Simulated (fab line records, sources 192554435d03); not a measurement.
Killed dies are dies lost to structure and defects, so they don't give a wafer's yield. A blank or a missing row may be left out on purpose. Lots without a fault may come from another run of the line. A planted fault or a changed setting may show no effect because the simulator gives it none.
A struck lot beside a sound one | flow n5_finfet | 37 steps out of a route of 1938
Sound: wafers L998.1, L998.4, L998.6. Struck: wafers L106.4, L106.5, L106.6. The cause comes at the end.
At each step with rows: each side's tool, then ch and its chambers, then its first start. Under that, the readings that differ: sound wafers | struck wafers | difference of the means | sigmas: that difference in standard deviations of wafers without a fault.
alike: readings whose means differ by less than 2 such deviations, and words and numbers that are the same on both sides. not compared: withheld readings, readings that some wafer has no value for, bounds like >300 that may hide the same value, and numbers for which the record gives no deviation and whose values overlap.
The two part at a step that has a row with sigmas, a row that says differs or no value, or rows on one side only. Numbers that don't overlap but have no deviation are shown without sigmas and don't part them. A reading that every wafer of one side lacks parts them only if that side has two wafers or more.

first, 9 steps without rows for these wafers: N5_BEOL_M4_ANNEAL_95 (time 240 s); N5_BEOL_M4_SPUTTER_96 (material Cu, target thk 4.5 nm, time 8.29 s); N5_BEOL_M4_ECD_50 (material Cu, target thk 300 nm); N5_BEOL_M4_ANNEAL_51 (time 90 s); N5_BEOL_M4_CMP_52 (polishes, stops on SiOC, t overpolish 6.8 s, target thk 40 nm); N5_BEOL_M4_PRE_CLEAN_60 (time 15 s); N5_BEOL_M4_CO_CAP_55 (material Co, precursor CCTBA/H2, target thk 2 nm, time 102.1 s); N5_BEOL_M4_PRE_CLEAN_56 (time 15 s); N5_BEOL_M4_DEP_57 (deposits SiCN from 3MS/NH3, target thk 8 nm, time 14 s).
N5_BEOL_M4_RC_MEAS_101:
  sound on prober-02 ch 0, day 9 23:37; struck on prober-01 ch 0, day 12 00:11
  alike: DIBL_N, DIBL_P, IOFF_N, IOFF_P, ION_N, ION_P, SS_N, SS_P, VT_N, VT_P
then, 24 steps without rows for these wafers: N5_BEOL_M5_ILD_DEP_00 (deposits SiCOH lowk from DEMS/porogen, target thk 140.64 nm, time 25.9 s); N5_BEOL_M5_CURE_79 (cures SiCOH lowk, time 240 s); N5_BEOL_M5_PECVD_70 (deposits SiO2 from TEOS/O2, target thk 16 nm, time 18 s); N5_BEOL_M5_HM_DEP_02 (deposits TiN, target thk 20 nm); N5_BEOL_M5_COAT_59 (time 60 s, resist thk 60 nm); N5_BEOL_M5_COAT_60 (time 60 s, resist thk 12 nm); N5_BEOL_M5_COAT_71 (time 60 s, resist thk 5 nm); N5_BEOL_M5_COAT_05 (resist thk 30 nm); N5_BEOL_M5_EBR_07; N5_BEOL_M5_SOFTBAKE_06 (time 60 s); N5_BEOL_M5_EXPOSE_08 (exposes mask M5, target cd 28 nm); N5_BEOL_M5_PEB_09 (peb time 60 s); N5_BEOL_M5_DEVELOP_10 (develop time 30 s); N5_BEOL_M5_DESCUM_16 (chemistry O2, time 7 s); N5_BEOL_M5_ETCH_72 (etches underlayer in N2/H2, target depth 6.5 nm, time 5.2 s); N5_BEOL_M5_ETCH_61 (etches SiARC in CF4, target depth 15.6 nm, time 26 s); N5_BEOL_M5_ETCH_62 (etches SOC in N2/H2, target depth 75 nm, overetch 15 nm, time 112.5 s); N5_BEOL_M5_STRIP_63 (strips in N2/H2); N5_BEOL_M5_STRIP_73 (strips in N2/H2); N5_BEOL_M5_STRIP_64 (strips in CF4); N5_BEOL_M5_HM_OPEN_17 (chemistry Cl2/BCl3, target TiN, target depth 20 nm, overetch 6 nm); N5_BEOL_M5_STRIP_19 (strips in O2); N5_BEOL_M5_COAT_65 (time 60 s, resist thk 60 nm); N5_BEOL_M5_COAT_66 (time 60 s, resist thk 12 nm).
-- the record jumps here: 2 days lie between the struck wafers' starts before and after (it left off in module BEOL_M5 and takes up again in module BEOL_M11, whose first step shown is number 1565 of the route) --
N5_BEOL_M11_EXPOSE_25: exposes mask V10.
  sound on arfi_scanner-02 ch 0, day 12 15:40; struck on arfi_scanner-02 ch 0, day 14 07:28
  reading              | sound          | struck            | difference | sigmas
  exposure_dose_mJ_cm2 | 85.4 85.4 85.5 | 112.8 112.9 112.7 | +27.4      | +88
  alike: mask
N5_BEOL_M11_CD_MEAS_28: target cd 70 nm.
  sound on cd_sem-02 ch 0, day 12 15:49; struck on cd_sem-01 ch 0, day 14 07:34
  reading    | sound          | struck         | difference | sigmas
  cd_nm (nm) | 70.0 69.9 69.8 | 98.5 98.6 98.5 | +28.6      | +24
-- the record jumps here: 2 days lie between the struck wafers' starts before and after (it left off in module BEOL_M11 and takes up again in module PASSIVATION, whose first step shown is number 1936 of the route) --
N5_PASSIVATION_PROBE_49:
  sound on prober-01, day 14 07:58; struck on prober-02, day 16 08:33
  reading                  | sound          | struck         | difference | sigmas
  defect_limited_yield (%) | 92.0 91.3 92.5 | 0 0 0          | -92        | -54
  killed_at_M4_up          | 12 11 8        | 1085 1090 1108 | +1084      | +99 or more
  killed_dies              | 94 103 89      | 1180 1180 1180 | +1085      | +54
  killed_on_rim            | 14 12 10       | 152 152 152    | +140       | +31
  sort_n_pass              | 1086 1077 1091 | 0 0 0          | -1085      | -54
  sort_yield_pct (%)       | 92.0 91.3 92.5 | 0 0 0          | -92        | -54
  alike: killed_at_M0_to_M3, killed_at_contacts, killed_at_front_end, killed_at_other, killed_open, killed_short, sort_bin_5_function, sort_bin_6_memory

WHERE THEY PART
First at N5_BEOL_M11_EXPOSE_25; last, within this record, at N5_PASSIVATION_PROBE_49.

WHY: what the simulator had put in
Process parameter drift: arfi_scanner-02, from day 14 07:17 on, at N5_BEOL_M11_EXPOSE_25. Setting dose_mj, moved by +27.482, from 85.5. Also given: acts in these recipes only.
